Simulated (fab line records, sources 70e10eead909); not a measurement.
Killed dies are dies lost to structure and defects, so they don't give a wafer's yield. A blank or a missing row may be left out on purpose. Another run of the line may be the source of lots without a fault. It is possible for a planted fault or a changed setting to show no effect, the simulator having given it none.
Struck lot and sound lot, side by side / flow nand-harc / 14 steps out of a route of 1159
Sound: these wafers, L989.2, L989.3, L989.6. Wafers L101.2, L101.4, L101.6 were the ones struck. The cause comes at the end.
At each step with rows: each side's tool, then ch and its chambers, then its first start. Under that, the readings that differ: sound wafers / struck wafers / difference of the means / sigmas: that difference in standard deviations of wafers without a fault.
alike: readings whose means differ by less than 2 such deviations, and words and numbers that are the same on both sides. not compared: withheld readings, readings that some wafer has no value for, bounds like >300 that may hide the same value, and numbers for which the record gives no deviation and whose values overlap.
Wherever a step has rows on one side only, a row that says differs or no value, or a row with sigmas, the two part there. When numbers do not overlap yet have no deviation, they are printed without sigmas and do not part them. A reading that every wafer of one side lacks parts them only if that side has two wafers or more.

first, 5 steps without rows for these wafers: NHARC_A_CHANNEL_HOLE_D1_SOFTBAKE_05 (time 55 s); NHARC_A_CHANNEL_HOLE_D1_EBR_06; NHARC_A_CHANNEL_HOLE_D1_EXPOSE_07 (exposes mask HOLE D1, target cd 100 nm); NHARC_A_CHANNEL_HOLE_D1_PEB_08 (peb time 65 s); NHARC_A_CHANNEL_HOLE_D1_DEVELOP_09 (develop time 35 s).
NHARC_A_CHANNEL_HOLE_D1_CD_MEAS_10: the cd target is 100 nm.
  sound on cd-sem-01 ch 0, day 9 03:10; struck on cd-sem-02 ch 0, day 12 05:28
  alike: cd-nm
NHARC_A_CHANNEL_HOLE_D1_OVL_MEAS_11:
  sound on overlay-02, day 9 03:15; struck on overlay-01, day 12 05:33
  alike: overlay-x-nm, overlay-y-nm
NHARC_A_CHANNEL_HOLE_D1_INSPECT_12:
  sound on defect-inspect-02, day 9 03:17; struck on defect-inspect-01, day 12 05:35
  alike: raw-defect-count
NHARC_A_CHANNEL_HOLE_D1_DESCUM_15: chemistry O2, time 3 s.
  sound on rie-diel-09 ch 1,2,3, day 9 03:21; struck on rie-diel-09 ch 0,2,3, day 12 05:38
  alike: drypump-motor-current-A, o2-flow-sccm, oes-product-au, rf-vpp-V, showerhead-plenum-p-Torr, throttle-valve-pct
  not compared: rf-hours-counter-h
NHARC_A_CHANNEL_HOLE_D1_ETCH_38: etches the open film in CF4, target depth 39 nm, time 65 s.
  sound on rie-diel-09 ch 1,3, day 9 03:26; struck on rie-diel-09 ch 0,2,3, day 12 05:44
reading=rf-vpp-V (V); sound=153.6 151.9 152.7; struck=150.2 149.1 150.3; difference=-2.9; sigmas=-2
  alike: drypump-motor-current-A, oes-product-au, run-length-s, showerhead-plenum-p-Torr, throttle-valve-pct
  not compared: rf-hours-counter-h
NHARC_A_CHANNEL_HOLE_D1_ETCH_39: etches the open film in N2/H2, target depth 260 nm, time 325 s.
  sound: rie-diel-09 ch 1,3; struck: rie-diel-09 ch 0,1,2
  alike: drypump-motor-current-A, oes-product-au, rf-vpp-V, run-length-s, showerhead-plenum-p-Torr, throttle-valve-pct
  not compared: rf-hours-counter-h
NHARC_A_CHANNEL_HOLE_D1_ETCH_34: etches the open film in CF4/CHF3, target depth 154 nm, time 77 s.
  sound: rie-diel-09 ch 0,1; struck: rie-diel-09 ch 0,1,2
  alike: drypump-motor-current-A, oes-product-au, rf-vpp-V, run-length-s, showerhead-plenum-p-Torr, throttle-valve-pct
  not compared: rf-hours-counter-h
NHARC_A_CHANNEL_HOLE_D1_ETCH_16: etches the open film in O2/COS, target depth 3100 nm, time 806 s.
  sound on rie-diel-09 ch 0,1, day 9 03:56; struck on rie-diel-09 ch 0,2,3, day 12 06:17
reading=run-length-s (s); sound=827.4 826.5 827.3; struck=595.5 595.9 595.7; difference=-231.4; sigmas=-99 or more
  alike: cos-flow-sccm, drypump-motor-current-A, o2-flow-sccm, oes-product-au, rf-vpp-V, showerhead-plenum-p-Torr, throttle-valve-pct
  not compared: rf-hours-counter-h
NHARC_A_CHANNEL_HOLE_D1_CD_MEAS_18:
  sound on cd-sem-02, day 9 04:28; struck on cd-sem-03, day 12 06:45
  alike: cd-nm

WHERE THEY PART
First at NHARC_A_CHANNEL_HOLE_D1_ETCH_38; last, within this record, at NHARC_A_CHANNEL_HOLE_D1_ETCH_16. Later steps at which nothing parts them and some readings are alike: NHARC_A_CHANNEL_HOLE_D1_CD_MEAS_18.

WHY: what had been put in by the simulator
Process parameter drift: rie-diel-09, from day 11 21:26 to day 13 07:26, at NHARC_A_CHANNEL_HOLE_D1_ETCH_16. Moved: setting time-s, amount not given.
